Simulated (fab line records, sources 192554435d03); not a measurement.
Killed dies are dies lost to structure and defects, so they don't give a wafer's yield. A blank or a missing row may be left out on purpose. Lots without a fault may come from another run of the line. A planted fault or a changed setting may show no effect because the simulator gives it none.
Chamber matching | flow n5_finfet | N5_BEOL_M7_CURE_74 on uv_cure-03: 3 sister chambers
The step cures SiCOH lowk, time 240 s. 6 wafers are shown with their chamber, then 10 later ones without.

WAFERS WITH THEIR CHAMBER
wafer  | chamber | wafer_temp_C_max | lamp_power_pct (%)
L083.5 | 2       | 387.5            | 52.39
L083.6 | 2       | 387.1            | 52.30
L085.5 | 0       | 386.7            | 52.39
L085.6 | 0       | 386.0            | 52.26
L087.2 | 1       | 386.7            | 52.31
L087.3 | 1       | 386.9            | 52.33

WAFERS WITHOUT THEIR CHAMBER
wafer  | wafer_temp_C_max | lamp_power_pct (%)
L087.5 | 386.2            | 52.37
L089.1 | 388.0            | 52.33
L089.5 | 387.3            | 52.29
L089.6 | 386.5            | 52.32
L093.3 | 386.3            | 52.18
L093.4 | 386.5            | 52.32
L093.6 | 387.2            | 52.26
L094.1 | 386.5            | 52.19
L094.5 | 387.2            | 52.28
L094.6 | 386.9            | 52.23

WHICH CHAMBER EACH WENT THROUGH
wafer  | from the rows above          | in truth
L087.5 | can't be placed: 0 or 1      | 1
L089.1 | can't be placed: 2 or 1      | 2
L089.5 | can't be placed: 2 or 1      | 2
L089.6 | can't be placed: 0 or 1 or 2 | 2
L093.3 | can't be placed: 0 or 1 or 2 | 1
L093.4 | can't be placed: 0 or 1 or 2 | 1
L093.6 | can't be placed: 2 or 1 or 0 | 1
L094.1 | can't be placed: 0 or 1 or 2 | 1
L094.5 | can't be placed: 2 or 1 or 0 | 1
L094.6 | can't be placed: 1 or 2 or 0 | 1
Placed correctly: 0 of 10. Can't be placed from these rows: 10 (the true chamber is among the candidates in 10). Placed wrongly: 0.
How it was worked out, from the rows above alone: a wafer's distance from a chamber is the root of the sum, over the readings, of the square of ((its reading less the chamber's mean) divided by the reading's scatter). The wafer belongs to the nearest chamber; if the next one is less than 2 further off, it can't be placed. A chamber's mean is the mean of its shown wafers. The scatter: the root of (the sum of the squares of (reading less its chamber's mean) over the shown wafers, divided by (wafers less chambers)).
